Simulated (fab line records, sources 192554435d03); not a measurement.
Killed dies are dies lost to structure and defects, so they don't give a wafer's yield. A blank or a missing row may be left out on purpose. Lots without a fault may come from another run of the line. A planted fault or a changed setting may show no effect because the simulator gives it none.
Which tool did it? | flow n5_finfet | 14 lots, 37 wafers sampled, at 5 steps of a route of 1938

WHAT THE GAUGES READ, wafer by wafer
The record holds no reading of a measuring or inspecting step that can be judged against a usual standard deviation.

WHICH TOOL RAN EACH LOT (tool, then ch and the chambers of the sampled wafers, then the start)
lot  | N5_DUMMY_GATE_PRECLEAN_00          | N5_BEOL_M15_SPUTTER_44       | N5_MIM_TOP_DEGAS_04          | N5_MIM_TOP_ETCH_PECVD_03        | N5_PASSIVATION_PROBE_49
L893 | wet_bench-03 ch 2,7, day 2 12:53   | pvd_sputter-02, day 12 08:49 | pvd_sputter-01, day 12 14:24 | pecvd-02 ch 2, day 12 15:26     | prober-02, day 13 00:17
L894 | wet_bench-03 ch 0,4, day 2 21:22   | pvd_sputter-02, day 12 15:05 | pvd_sputter-01, day 12 18:38 | pecvd-01 ch 0, day 12 19:37     | -
L895 | wet_bench-03 ch 1,2,4, day 3 00:33 | pvd_sputter-03, day 12 21:35 | pvd_sputter-01, day 13 01:06 | pecvd-02 ch 0,2, day 13 02:02   | -
L896 | wet_bench-02 ch 3,7, day 3 08:11   | pvd_sputter-03, day 13 00:53 | pvd_sputter-02, day 13 05:43 | pecvd-02 ch 1,2, day 13 06:32   | -
L897 | wet_bench-03 ch 4,7, day 3 13:13   | pvd_sputter-01, day 13 00:56 | pvd_sputter-02, day 13 05:52 | pecvd-02 ch 1,2, day 13 06:49   | prober-01, day 13 17:20
L898 | wet_bench-05 ch 2,3, day 3 19:36   | pvd_sputter-01, day 12 21:38 | pvd_sputter-03, day 13 01:07 | pecvd-02 ch 0,2, day 13 02:12   | -
L900 | wet_bench-02 ch 3,6,7, day 4 08:26 | pvd_sputter-02, day 13 21:32 | pvd_sputter-03, day 14 02:21 | pecvd-04 ch 0,1, day 14 03:10   | -
L902 | wet_bench-05 ch 0,2,3, day 4 18:35 | pvd_sputter-02, day 14 11:34 | pvd_sputter-02, day 14 17:42 | pecvd-01 ch 0,1,2, day 14 18:38 | -
L903 | wet_bench-05 ch 2,3,7, day 5 00:37 | pvd_sputter-02, day 15 05:18 | pvd_sputter-03, day 15 08:50 | pecvd-01 ch 0,1,2, day 15 09:47 | -
L904 | wet_bench-05 ch 2,3,5, day 5 08:17 | pvd_sputter-02, day 14 17:32 | pvd_sputter-03, day 14 23:09 | pecvd-02 ch 0,1, day 15 00:25   | -
L907 | wet_bench-02 ch 0,6,7, day 6 01:28 | pvd_sputter-03, day 14 23:31 | pvd_sputter-02, day 15 04:55 | pecvd-02 ch 0,1, day 15 05:49   | -
L909 | wet_bench-03 ch 0,2,6, day 6 13:32 | pvd_sputter-02, day 16 00:46 | pvd_sputter-01, day 16 05:46 | pecvd-02 ch 0,1,2, day 16 06:43 | prober-01, day 16 19:49
L911 | wet_bench-03 ch 0,1,4, day 7 00:19 | pvd_sputter-02, day 16 16:53 | pvd_sputter-01, day 16 23:57 | pecvd-01 ch 1,2, day 17 01:21   | prober-01, day 17 12:42
L915 | wet_bench-02 ch 3,4,7, day 8 01:57 | pvd_sputter-01, day 17 06:22 | pvd_sputter-01, day 17 10:49 | pecvd-02 ch 0,1,2, day 17 11:57 | prober-02, day 17 22:09
- N5_DUMMY_GATE_PRECLEAN_00: cleans in O3/DIW, time 60 s.
- N5_BEOL_M15_SPUTTER_44: material Ta, target thk 15 nm, time 24.19 s.
- N5_MIM_TOP_DEGAS_04: time 60 s.
- N5_MIM_TOP_ETCH_PECVD_03: deposits SiNx from SiH4/NH3/N2, target thk 20 nm, time 17.6 s.
- N5_PASSIVATION_PROBE_49

WHAT THE TOOLS THEMSELVES READ (means of the sampled wafers that have a number; where no wafer has one, the mark that the record gives instead)
N5_BEOL_M15_SPUTTER_44. Usual: throttle_valve_pct 29.6 %, standard deviation 1.
lot  | tool           | throttle_valve_pct (%) | flag
L893 | pvd_sputter-02 | 29.2                   |
L894 | pvd_sputter-02 | 29.9                   |
L895 | pvd_sputter-03 | 30.1                   |
L896 | pvd_sputter-03 | 29.3                   |
L897 | pvd_sputter-01 | 28.6                   |
L898 | pvd_sputter-01 | 29.2                   |
L900 | pvd_sputter-02 | 29.8                   |
L902 | pvd_sputter-02 | 29.1                   |
L903 | pvd_sputter-02 | 29.5                   |
L904 | pvd_sputter-02 | 29.1                   |
L907 | pvd_sputter-03 | 29.1                   |
L909 | pvd_sputter-02 | 29.7                   |
L911 | pvd_sputter-02 | 29.2                   |
L915 | pvd_sputter-01 | 30.4                   |

N5_MIM_TOP_DEGAS_04. Usual: heater_power_w 498 W, standard deviation 36.
lot  | tool           | heater_power_w (W) | flag
L893 | pvd_sputter-01 | 545                |
L894 | pvd_sputter-01 | 549                |
L895 | pvd_sputter-01 | 534                |
L896 | pvd_sputter-02 | 472                |
L897 | pvd_sputter-02 | 474                |
L898 | pvd_sputter-03 | 520                |
L900 | pvd_sputter-03 | 508                |
L902 | pvd_sputter-02 | 479                |
L903 | pvd_sputter-03 | 500                |
L904 | pvd_sputter-03 | 542                |
L907 | pvd_sputter-02 | 477                |
L909 | pvd_sputter-01 | 519                |
L911 | pvd_sputter-01 | 510                |
L915 | pvd_sputter-01 | 523                |

N5_MIM_TOP_ETCH_PECVD_03. Usual: heater_power_w 755 W, standard deviation 95; showerhead_plenum_p_Torr 5.10 Torr, standard deviation 0.039; throttle_valve_pct 37.4 %, standard deviation 2.2.
lot  | tool     | heater_power_w (W) | showerhead_plenum_p_Torr (Torr) | throttle_valve_pct (%) | flag
L893 | pecvd-02 | 844                | 5.08                            | 34.0                   |
L894 | pecvd-01 | 618                | 5.19                            | 38.0                   |
L895 | pecvd-02 | 760                | 5.07                            | 36.2                   |
L896 | pecvd-02 | 770                | 5.10                            | 36.1                   |
L897 | pecvd-02 | 780                | 5.09                            | 36.0                   |
L898 | pecvd-02 | 782                | 5.08                            | 35.6                   |
L900 | pecvd-04 | 728                | 5.08                            | 39.7                   |
L902 | pecvd-01 | 738                | 5.16                            | 39.9                   |
L903 | pecvd-01 | 737                | 5.16                            | 39.9                   |
L904 | pecvd-02 | 744                | 5.08                            | 37.3                   |
L907 | pecvd-02 | 680                | 5.09                            | 37.3                   |
L909 | pecvd-02 | 739                | 5.08                            | 36.5                   |
L911 | pecvd-01 | 887                | 5.13                            | 41.1                   |
L915 | pecvd-02 | 771                | 5.08                            | 36.4                   |

N5_PASSIVATION_PROBE_49. Usual: killed_at_M0_to_M3 33, standard deviation 9.9; killed_at_M4_up 15, standard deviation 5.6; killed_at_contacts 13, standard deviation 5.7; killed_at_front_end 38, standard deviation 12; killed_at_other 4, standard deviation 3.1; killed_dies 103, standard deviation 17; killed_open 66, standard deviation 13; killed_short 32, standard deviation 7.8.
lot  | tool      | killed_at_M0_to_M3 | killed_at_M4_up | killed_at_contacts | killed_at_front_end | killed_at_other | killed_dies | killed_open | killed_short | flag
L893 | prober-02 | 24                 | 16              | 14                 | 41                  | 2               | 96          | 66          | 26           |
L897 | prober-01 | 32                 | 11              | 18                 | 66                  | 6               | 132         | 94          | 36           |
L909 | prober-01 | 35                 | 17              | 5                  | 181                 | 2               | 240         | 70          | 29           | OFF
L911 | prober-01 | 26                 | 12              | 11                 | 148                 | 7               | 205         | 58          | 32           | OFF
L915 | prober-02 | 34                 | 9               | 9                  | 34                  | 1               | 87          | 50          | 34           |

THE ANSWER, worked out from the rows above alone
Rule: a lot is off if the mean of its wafers that have a number lies more than 3 standard deviations from the usual mean. A lot without any number at a reading at which 4 lots or more have one is off too. The other lots that the step has rows for count as sound. The gauges are gone through in route order, then the tools' own readings, and for those a lot's mean is taken as printed above. The first step at which some lot is off is used, and at that step the reading that is off furthest; a lot without a number counts as furthest.
Off: L909, L911, at N5_PASSIVATION_PROBE_49 (killed_at_front_end). Neither off nor sound, because the step has no rows for them: L894, L895, L896, L898, L900, L902, L903, L904, L907.
A tool fits if, at that step or a process step before it, it ran every lot that is off, and no sound lot after the first of them. Can't be told from this: 3 tools fit, wet_bench-03 at N5_DUMMY_GATE_PRECLEAN_00, pvd_sputter-02 at N5_BEOL_M15_SPUTTER_44, prober-01 at N5_PASSIVATION_PROBE_49.

WHAT THE SIMULATOR HAD PUT IN
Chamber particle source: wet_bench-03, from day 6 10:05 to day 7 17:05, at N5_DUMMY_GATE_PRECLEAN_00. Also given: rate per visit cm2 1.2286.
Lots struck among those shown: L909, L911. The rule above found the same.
